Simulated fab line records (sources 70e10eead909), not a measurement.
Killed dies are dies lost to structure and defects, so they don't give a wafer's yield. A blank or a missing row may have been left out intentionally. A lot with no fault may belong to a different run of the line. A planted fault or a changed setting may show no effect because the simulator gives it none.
Matching of chambers || flow nand harc || NHARC_A_CONTACT_DEP_58 on pecvd-03: 3 sister chambers
The step deposits SiON, target thk 60 nm. 3 wafers are shown with their chamber, then 8 later ones without.

WAFERS WITH THEIR CHAMBER
{"wafer": "L082.5", "chamber": 1, "heater power w (W)": 691}
{"wafer": "L089.6", "chamber": 2, "heater power w (W)": 886}
{"wafer": "L094.3", "chamber": 0, "heater power w (W)": 655}

WAFERS WHOSE CHAMBER IS MISSING
{"wafer": "L094.4", "heater power w (W)": 658}
{"wafer": "L094.5", "heater power w (W)": 795}
{"wafer": "L096.3", "heater power w (W)": 798}
{"wafer": "L096.5", "heater power w (W)": 637}
{"wafer": "L096.6", "heater power w (W)": 791}
{"wafer": "L097.1", "heater power w (W)": 736}
{"wafer": "L097.5", "heater power w (W)": 583}
{"wafer": "L097.6", "heater power w (W)": 751}

WHICH CHAMBER EACH WENT THROUGH
{"wafer": "L094.4", "from the rows above": "can't be placed: 0 or 1", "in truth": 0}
{"wafer": "L094.5", "from the rows above": "can't be placed: 2 or 1 or 0", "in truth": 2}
{"wafer": "L096.3", "from the rows above": "can't be placed: 2 or 1 or 0", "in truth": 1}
{"wafer": "L096.5", "from the rows above": "can't be placed: 0 or 1", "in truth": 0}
{"wafer": "L096.6", "from the rows above": "can't be placed: 2 or 1 or 0", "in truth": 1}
{"wafer": "L097.1", "from the rows above": "can't be placed: 1 or 0 or 2", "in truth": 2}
{"wafer": "L097.5", "from the rows above": "can't be placed: 0 or 1", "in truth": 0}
{"wafer": "L097.6", "from the rows above": "can't be placed: 1 or 0 or 2", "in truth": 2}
Correctly placed: 0 of 8. These rows do not allow placing 8 (true chamber among the candidates in 8). Placed wrongly: 0.
How it was worked out, from the rows above alone: a wafer's distance from a chamber is the root of the sum, over the readings, of the square of ((its reading less the chamber's mean) divided by the reading's scatter). If the next closest chamber is less than 2 further off than the closest, the wafer can't be placed; otherwise it belongs to the closest. For every chamber, the mean is computed from those of its wafers that are shown. The scatter: with one shown wafer a chamber, the root of the mean of the squares of how far each hidden wafer lies from its nearest shown one.
